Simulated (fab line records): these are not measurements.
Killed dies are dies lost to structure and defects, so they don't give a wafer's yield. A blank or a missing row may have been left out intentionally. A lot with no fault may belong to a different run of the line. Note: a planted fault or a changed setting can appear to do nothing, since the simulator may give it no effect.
Chamber matching | flow n5 finfet | N5_FIN_SAQP_SPACER2_ALD_28 on ald sin-04: 4 sister chambers
The step deposits SiO2, target thk 8.1 nm, pulse time 1 s, purge time 2 s. 7 wafers are shown with their chamber, then 10 later ones without.

WAFERS PAIRED WITH THEIR CHAMBERS
wafer  | chamber | heater power w (W) | precursor pulse height rel
L084.4 | 3       | 456                | 0.973
L085.1 | 2       | 500                | 0.993
L085.5 | 0       | 471                | 1.008
L086.5 | 1       | 536                | 0.985
L086.6 | 0       | 470                | 0.993
L088.2 | 2       | 487                | 1.028
L088.4 | 1       | 548                | 0.977

WAFERS MISSING THEIR CHAMBER
wafer  | heater power w (W) | precursor pulse height rel
L088.6 | 486                | 1.000
L092.3 | 539                | 1.031
L092.4 | 470                | 0.997
L092.5 | 508                | 1.012
L095.1 | 471                | 0.996
L095.4 | 519                | 1.044
L095.5 | 453                | 0.998
L097.1 | 508                | 1.029
L097.2 | 467                | 0.965
L097.6 | 565                | 1.004

WHICH CHAMBER EACH ONE RAN IN
wafer  | from the rows above     | in truth
L088.6 | can't be placed: 2 or 0 | 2
L092.3 | 1                       | 1
L092.4 | 0                       | 0
L092.5 | 2                       | 2
L095.1 | 0                       | 0
L095.4 | can't be placed: 2 or 1 | 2
L095.5 | can't be placed: 3 or 0 | 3
L097.1 | 2                       | 2
L097.2 | can't be placed: 3 or 0 | 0
L097.6 | 1                       | 1
Correct placement for 6 of the 10. Cannot be placed on the basis of these rows: 4; the candidates contain the true chamber in 4. Number placed wrongly: 0.
How it was worked out, from the rows above alone: a wafer's distance from a chamber is the root of the sum, over the readings, of the square of ((its reading less the chamber's mean) divided by the reading's scatter). If the next closest chamber is less than 2 further off than the closest, the wafer can't be placed; otherwise it belongs to the closest. Each chamber's mean is taken over the wafers shown for it. How the scatter is found: for the shown wafers, subtract from each reading the mean of its chamber, square and add these, divide the total by (wafers less chambers), then take the root.
